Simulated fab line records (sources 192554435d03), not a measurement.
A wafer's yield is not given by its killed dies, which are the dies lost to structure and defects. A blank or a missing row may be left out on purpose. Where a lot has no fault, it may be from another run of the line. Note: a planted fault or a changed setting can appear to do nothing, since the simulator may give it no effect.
Which tool did it? -- flow n5 finfet -- 24 lots, 72 wafers sampled, at 6 steps of a route of 1938

## WHAT THE GAUGES READ, wafer by wafer
N5_BEOL_M6_CD_MEAS_11 targets a cd of 38.5 nm. Usual: 38.6 nm for cd nm, sd 0.49.
lot,measured,on,cd nm (nm),flag
L074,day 9 01:39,cd sem-01,39.1 39.0 38.6,
L075,day 9 03:02,cd sem-01,38.6 39.2 38.3,
L077,day 9 06:40,cd sem-03,39.1 38.3 38.6,
L076,day 9 10:25,cd sem-03,37.9 38.4 38.4,
L078,day 9 23:05,cd sem-03,38.4 37.9 37.6,
L079,day 10 00:45,cd sem-02,38.8 38.5 38.5,
L080,day 10 08:32,cd sem-01,39.2 38.9 39.0,
L081,day 10 13:35,cd sem-03,38.6 38.3 39.1,
L082,day 11 02:23,cd sem-02,38.8 39.5 38.0,
L083,day 11 10:19,cd sem-03,38.8 39.3 38.6,
L084,day 11 10:29,cd sem-03,38.4 38.6 38.5,
L085,day 11 23:32,cd sem-01,39.0 38.6 39.1,
L086,day 12 02:46,cd sem-02,38.5 39.1 38.4,
L088,day 12 05:23,cd sem-03,38.5 38.9 38.4,
L087,day 12 06:47,cd sem-03,38.3 39.6 39.0,
L089,day 12 10:34,cd sem-01,38.6 38.0 39.0,
L090,day 13 01:46,cd sem-03,39.1 39.2 39.0,
L092,day 13 09:34,cd sem-01,37.9 38.1 38.7,
L093,day 13 12:58,cd sem-02,39.3 38.3 38.6,
L094,day 13 21:44,cd sem-01,39.4 38.8 39.1,
L095,day 14 05:52,cd sem-02,38.3 38.7 38.0,
L096,day 14 06:50,cd sem-03,38.2 38.2 38.2,
L097,day 14 14:50,cd sem-01,37.6 37.9 37.8,
L091,day 15 02:11,cd sem-02,38.2 39.0 38.1,

N5_BEOL_M6_OVL_MEAS_12. Usual: M6_OVL gives 0.3 nm (standard deviation 0.7).
lot,measured,on,M6_OVL (nm),flag
L074,day 9 01:41,overlay-01,-0.6 -1.0 0.4,
L075,day 9 03:04,overlay-02,0.5 0.3 -0.1,
L077,day 9 06:42,overlay-01,1.1 0.3 0.9,
L076,day 9 10:26,overlay-02,0.5 0.3 0.7,
L078,day 9 23:06,overlay-01,1.1 1.6 1.8,
L079,day 10 00:47,overlay-01,0.2 0.2 0.2,
L080,day 10 08:33,overlay-01,0.4 0.1 0.2,
L081,day 10 13:37,overlay-02,-0.1 0.5 -0.1,
L082,day 11 02:25,overlay-01,0.3 -0.6 0.4,
L083,day 11 10:21,overlay-02,-0.2 0.8 -0.3,
L084,day 11 10:31,overlay-01,0.3 0.7 -0.2,
L085,day 11 23:34,overlay-01,1.1 1.2 0.5,
L086,day 12 02:48,overlay-02,0.3 0.9 0.4,
L088,day 12 05:26,overlay-02,0.7 1.1 1.0,
L087,day 12 06:49,overlay-01,0.4 0.2 0.8,
L089,day 12 10:36,overlay-01,0.2 -0.9 -0.5,
L090,day 13 01:47,overlay-02,-0.4 -0.2 -0.3,
L092,day 13 09:36,overlay-02,0.5 1.3 1.1,
L093,day 13 12:59,overlay-01,0.4 1.4 0.8,
L094,day 13 21:46,overlay-02,0.1 0.7 -0.7,
L095,day 14 05:54,overlay-02,-0.7 -1.2 -1.5,
L096,day 14 06:52,overlay-01,-0.4 0.1 -0.2,
L097,day 14 14:52,overlay-01,0.5 0.9 0.2,
L091,day 15 02:15,overlay-02,0.1 0.1 1.0,

## TOOL THAT RAN EACH LOT (tool first, then ch and the chambers of the sampled wafers, then the start)
lot,N5_BEOL_M5_ETCH_75,N5_BEOL_M5_STRIP_36,N5_BEOL_M5_CURE_80,N5_BEOL_M5_SURFACE_TREAT_87
L074,"rie diel-06 ch 0,2,3, day 8 14:56","rie diel-06 ch 0,2,3, day 8 15:07","uv cure-03 ch 1, day 8 15:31","pvd sputter-02, day 8 16:14"
L075,"rie diel-05 ch 0,2, day 8 15:37","rie diel-05 ch 0,2, day 8 15:48","uv cure-02 ch 2, day 8 16:14","pvd sputter-03, day 8 17:06"
L077,"rie diel-06 ch 0,2,3, day 8 20:35","rie diel-06 ch 0,2,3, day 8 20:46","uv cure-01 ch 1, day 8 21:10","pvd sputter-03, day 8 21:58"
L076,"rie diel-05 ch 0,2,3, day 9 01:56","rie diel-05 ch 0,2,3, day 9 02:08","uv cure-01 ch 1, day 9 02:31","pvd sputter-03, day 9 03:16"
L078,"rie diel-05 ch 1,2,3, day 9 12:19","rie diel-05 ch 1,2,3, day 9 12:31","uv cure-02 ch 2, day 9 13:01","pvd sputter-01, day 9 14:04"
L079,"rie diel-03 ch 0,1,3, day 9 15:19","rie diel-03 ch 0,1,3, day 9 15:31","uv cure-01 ch 1, day 9 16:02","pvd sputter-02, day 9 17:10"
L080,"rie diel-05 ch 0,1, day 9 23:43","rie diel-05 ch 0,1, day 9 23:54","uv cure-02 ch 0, day 10 00:20","pvd sputter-01, day 10 01:21"
L081,"rie diel-05 ch 0,2,3, day 10 03:17","rie diel-05 ch 0,2,3, day 10 03:29","uv cure-02 ch 1, day 10 03:52","pvd sputter-03, day 10 05:20"
L082,"rie diel-06 ch 0,1,3, day 10 16:29","rie diel-06 ch 0,1,3, day 10 16:40","uv cure-01 ch 0, day 10 17:07","pvd sputter-03, day 10 17:58"
L083,"rie diel-05 ch 0,1, day 10 22:46","rie diel-05 ch 0,1, day 10 22:57","uv cure-03 ch 2, day 10 23:20","pvd sputter-03, day 11 00:35"
L084,"rie diel-03 ch 0,1, day 11 00:46","rie diel-03 ch 0,1, day 11 00:57","uv cure-02 ch 0, day 11 01:20","pvd sputter-01, day 11 02:33"
L085,"rie diel-06 ch 0,2,3, day 11 13:17","rie diel-06 ch 0,2,3, day 11 13:28","uv cure-01 ch 2, day 11 13:55","pvd sputter-03, day 11 14:45"
L086,"rie diel-03 ch 0,2, day 11 17:41","rie diel-03 ch 0,2, day 11 17:53","uv cure-02 ch 1, day 11 18:16","pvd sputter-01, day 11 19:07"
L088,"rie diel-03 ch 1,2,3, day 11 18:51","rie diel-03 ch 1,2,3, day 11 19:02","uv cure-01 ch 2, day 11 19:26","pvd sputter-01, day 11 21:25"
L087,"rie diel-03 ch 0,3, day 11 21:08","rie diel-03 ch 0,3, day 11 21:20","uv cure-02 ch 1, day 11 21:43","pvd sputter-01, day 11 22:52"
L089,"rie diel-06 ch 0,3, day 12 01:26","rie diel-06 ch 0,3, day 12 01:38","uv cure-03 ch 0, day 12 02:01","pvd sputter-02, day 12 02:56"
L090,"rie diel-06 ch 1,2,3, day 12 16:05","rie diel-06 ch 1,2,3, day 12 16:17","uv cure-03 ch 0, day 12 16:43","pvd sputter-02, day 12 17:43"
L092,"rie diel-06 ch 1,2,3, day 12 23:11","rie diel-06 ch 1,2,3, day 12 23:23","uv cure-03 ch 1, day 12 23:49","pvd sputter-03, day 13 01:36"
L093,"rie diel-06 ch 0,1,3, day 13 02:17","rie diel-06 ch 0,1,3, day 13 02:29","uv cure-03 ch 2, day 13 02:58","pvd sputter-03, day 13 03:51"
L094,"rie diel-03 ch 0,1, day 13 11:56","rie diel-03 ch 0,1, day 13 12:07","uv cure-03 ch 2, day 13 12:34","pvd sputter-01, day 13 13:34"
L095,"rie diel-03 ch 0,1, day 13 19:51","rie diel-03 ch 0,1, day 13 20:02","uv cure-02 ch 2, day 13 20:25","pvd sputter-03, day 13 21:41"
L096,"rie diel-06 ch 0,1,2, day 13 21:44","rie diel-06 ch 0,1,2, day 13 21:56","uv cure-01 ch 1, day 13 22:22","pvd sputter-02, day 13 23:27"
L097,"rie diel-06 ch 0,1,3, day 14 04:57","rie diel-06 ch 0,1,3, day 14 05:09","uv cure-02 ch 1, day 14 05:38","pvd sputter-03, day 14 06:31"
L091,"rie diel-03 ch 1,2,3, day 14 14:41","rie diel-03 ch 1,2,3, day 14 14:52","uv cure-02 ch 1, day 14 15:22","pvd sputter-02, day 14 16:05"
- N5_BEOL_M5_ETCH_75: etches underlayer in N2/H2, target depth 6.5 nm, time 5.2 s.
- N5_BEOL_M5_STRIP_36: strips in N2/H2.
- N5_BEOL_M5_CURE_80: cures SiCOH lowk, time 120 s.
- N5_BEOL_M5_SURFACE_TREAT_87

## AS READ BY THE TOOLS THEMSELVES (means over the sampled wafers that have a number; for cases with no such wafer, the mark the record gives instead)
N5_BEOL_M5_ETCH_75. Usual: drypump motor current A 5.9 A (standard deviation 0.45); etch rf on time s 5.23 s (standard deviation 0.14); h2 flow sccm 200.0 sccm (standard deviation 0.66); oes product au 0.68 a.u. (standard deviation 0.074); rf vpp V 524.7 V (standard deviation 2.8); showerhead plenum p Torr 2.57 Torr (standard deviation 0.089); throttle valve pct 17.98 % (standard deviation 0.24).
lot,tool,drypump motor current A (A),etch rf on time s (s),h2 flow sccm (sccm),oes product au (a.u.),rf vpp V (V),showerhead plenum p Torr (Torr),throttle valve pct (%),flag
L074,rie diel-06,5.7,5.26,199.7,0.64,521.9,2.49,18.11,
L075,rie diel-05,5.7,5.11,199.4,0.74,522.7,2.56,17.98,
L077,rie diel-06,5.7,5.21,200.0,0.63,522.3,2.49,18.11,
L076,rie diel-05,5.6,5.11,199.7,0.76,525.2,2.62,17.85,
L078,rie diel-05,5.2,5.08,200.1,0.74,525.8,2.55,17.89,
L079,rie diel-03,5.9,5.31,199.9,0.64,523.6,2.54,17.91,
L080,rie diel-05,5.9,5.17,199.9,0.67,524.1,2.51,17.73,
L081,rie diel-05,5.7,5.11,200.1,0.75,525.9,2.62,17.86,
L082,rie diel-06,6.0,5.32,200.4,0.70,525.0,2.58,18.12,
L083,rie diel-05,6.3,5.25,200.3,0.67,524.8,2.58,17.71,
L084,rie diel-03,6.0,5.23,200.2,0.64,525.1,2.54,17.93,
L085,rie diel-06,5.7,5.20,199.7,0.77,525.7,2.59,17.83,
L086,rie diel-03,6.0,5.34,200.0,0.61,524.7,2.60,18.07,
L088,rie diel-03,5.9,5.37,200.1,0.61,523.9,2.55,17.98,
L087,rie diel-03,5.8,5.25,200.0,0.64,523.8,2.55,17.97,
L089,rie diel-06,5.8,5.30,199.6,0.75,524.3,2.56,17.96,
L090,rie diel-06,5.9,5.22,200.0,0.70,526.1,2.61,18.02,
L092,rie diel-06,6.0,5.24,199.7,0.69,525.1,2.60,18.04,
L093,rie diel-06,6.0,5.36,200.3,0.68,524.3,2.57,18.17,
L094,rie diel-03,6.0,5.23,199.3,0.63,523.6,2.53,17.95,
L095,rie diel-03,6.0,5.23,200.7,0.64,524.2,2.54,17.99,
L096,rie diel-06,5.9,5.14,200.3,0.71,527.1,2.64,18.06,
L097,rie diel-06,6.0,5.34,199.9,0.66,524.0,2.57,18.17,
L091,rie diel-03,6.0,5.24,200.6,0.68,524.3,2.54,17.89,

N5_BEOL_M5_STRIP_36. Usual: drypump motor current A 5.8 A (standard deviation 0.45); h2 flow sccm 200.0 sccm (standard deviation 0.59); oes product au 0.81 a.u. (standard deviation 0.089); power w 450.2 W (standard deviation 1.5); rf vpp V 59.1 V (standard deviation 1.4); showerhead plenum p Torr 2.57 Torr (standard deviation 0.089); throttle valve pct 23.8 % (standard deviation 0.34).
lot,tool,drypump motor current A (A),h2 flow sccm (sccm),oes product au (a.u.),power w (W),rf vpp V (V),showerhead plenum p Torr (Torr),throttle valve pct (%),flag
L074,rie diel-06,5.7,199.7,0.75,450.3,58.7,2.49,23.8,
L075,rie diel-05,5.7,200.5,0.85,449.8,59.9,2.55,23.9,
L077,rie diel-06,5.7,199.7,0.74,450.8,57.4,2.48,23.9,
L076,rie diel-05,5.7,199.9,0.91,450.5,59.6,2.62,23.7,
L078,rie diel-05,5.2,199.8,0.86,450.9,57.6,2.54,23.7,
L079,rie diel-03,5.9,200.3,0.76,449.2,58.8,2.54,23.7,
L080,rie diel-05,5.9,199.8,0.79,449.6,58.8,2.50,23.4,
L081,rie diel-05,5.7,199.8,0.87,449.5,58.3,2.62,23.7,
L082,rie diel-06,6.0,200.4,0.86,451.0,60.2,2.58,24.0,
L083,rie diel-05,6.3,200.2,0.81,450.6,56.9,2.58,23.4,
L084,rie diel-03,6.0,199.4,0.75,451.4,58.7,2.53,23.7,
L085,rie diel-06,5.7,200.3,0.91,450.2,58.4,2.58,23.6,
L086,rie diel-03,6.0,200.2,0.73,452.2,59.3,2.59,23.9,
L088,rie diel-03,6.0,200.3,0.71,450.7,58.9,2.55,23.7,
L087,rie diel-03,5.8,200.9,0.76,449.4,59.4,2.54,23.8,
L089,rie diel-06,5.8,200.0,0.89,450.3,56.5,2.55,23.8,
L090,rie diel-06,5.9,200.0,0.82,449.6,58.0,2.60,23.9,
L092,rie diel-06,5.9,200.2,0.82,449.0,59.2,2.60,23.9,
L093,rie diel-06,6.0,199.8,0.81,449.9,59.8,2.57,24.0,
L094,rie diel-03,6.0,200.1,0.75,451.3,60.4,2.53,23.7,
L095,rie diel-03,6.0,199.8,0.75,449.6,60.1,2.54,23.8,
L096,rie diel-06,5.9,199.7,0.84,450.9,59.3,2.64,24.0,
L097,rie diel-06,6.0,200.4,0.79,450.4,59.4,2.56,24.0,
L091,rie diel-03,5.9,199.9,0.80,450.3,60.7,2.54,23.6,

N5_BEOL_M5_CURE_80. Usual: lamp power pct 52.31 %, standard deviation 0.056; wafer_temp_C_max 371.5, standard deviation 0.47.
lot,tool,lamp power pct (%),wafer_temp_C_max,flag
L074,uv cure-03,52.29,371.2,
L075,uv cure-02,52.25,371.3,
L077,uv cure-01,52.23,371.8,
L076,uv cure-01,52.31,372.2,
L078,uv cure-02,52.33,372.1,
L079,uv cure-01,52.31,371.3,
L080,uv cure-02,52.33,371.5,
L081,uv cure-02,52.30,371.0,
L082,uv cure-01,52.36,371.6,
L083,uv cure-03,52.33,371.5,
L084,uv cure-02,52.33,371.2,
L085,uv cure-01,52.35,372.3,
L086,uv cure-02,52.34,370.9,
L088,uv cure-01,52.29,371.7,
L087,uv cure-02,52.34,371.2,
L089,uv cure-03,52.37,371.1,
L090,uv cure-03,52.28,371.0,
L092,uv cure-03,52.32,371.1,
L093,uv cure-03,52.31,371.7,
L094,uv cure-03,52.34,371.6,
L095,uv cure-02,52.34,372.2,
L096,uv cure-01,52.34,371.4,
L097,uv cure-02,52.28,371.1,
L091,uv cure-02,52.35,371.2,

N5_BEOL_M5_SURFACE_TREAT_87. Usual: 30.00 sccm for ar flow sccm, sd 0.094.
lot,tool,ar flow sccm (sccm),flag
L074,pvd sputter-02,29.97,
L075,pvd sputter-03,30.09,
L077,pvd sputter-03,30.02,
L076,pvd sputter-03,29.96,
L078,pvd sputter-01,30.09,
L079,pvd sputter-02,30.13,
L080,pvd sputter-01,30.03,
L081,pvd sputter-03,29.98,
L082,pvd sputter-03,29.94,
L083,pvd sputter-03,29.99,
L084,pvd sputter-01,30.03,
L085,pvd sputter-03,29.94,
L086,pvd sputter-01,30.05,
L088,pvd sputter-01,29.95,
L087,pvd sputter-01,30.06,
L089,pvd sputter-02,29.94,
L090,pvd sputter-02,30.01,
L092,pvd sputter-03,29.99,
L093,pvd sputter-03,30.00,
L094,pvd sputter-01,30.01,
L095,pvd sputter-03,30.05,
L096,pvd sputter-02,30.02,
L097,pvd sputter-03,29.96,
L091,pvd sputter-02,30.06,

## THE ANSWER, worked out from the rows above alone
Rule: lot off if the mean of its wafers having a number is beyond 3 standard deviations from the usual mean. A lot without any number at a reading at which 4 lots or more have one is off too. The other lots that the step has rows for count as sound. The gauges are gone through in route order, then the tools' own readings, and for those a lot's mean is taken as printed above. The first step at which some lot is off is used, and at that step the reading that is off furthest; a lot without a number counts as furthest.
Across all readings shown, no lot is off: no conclusion can be drawn from this.

## WHAT HAD BEEN PUT IN BY THE SIMULATOR
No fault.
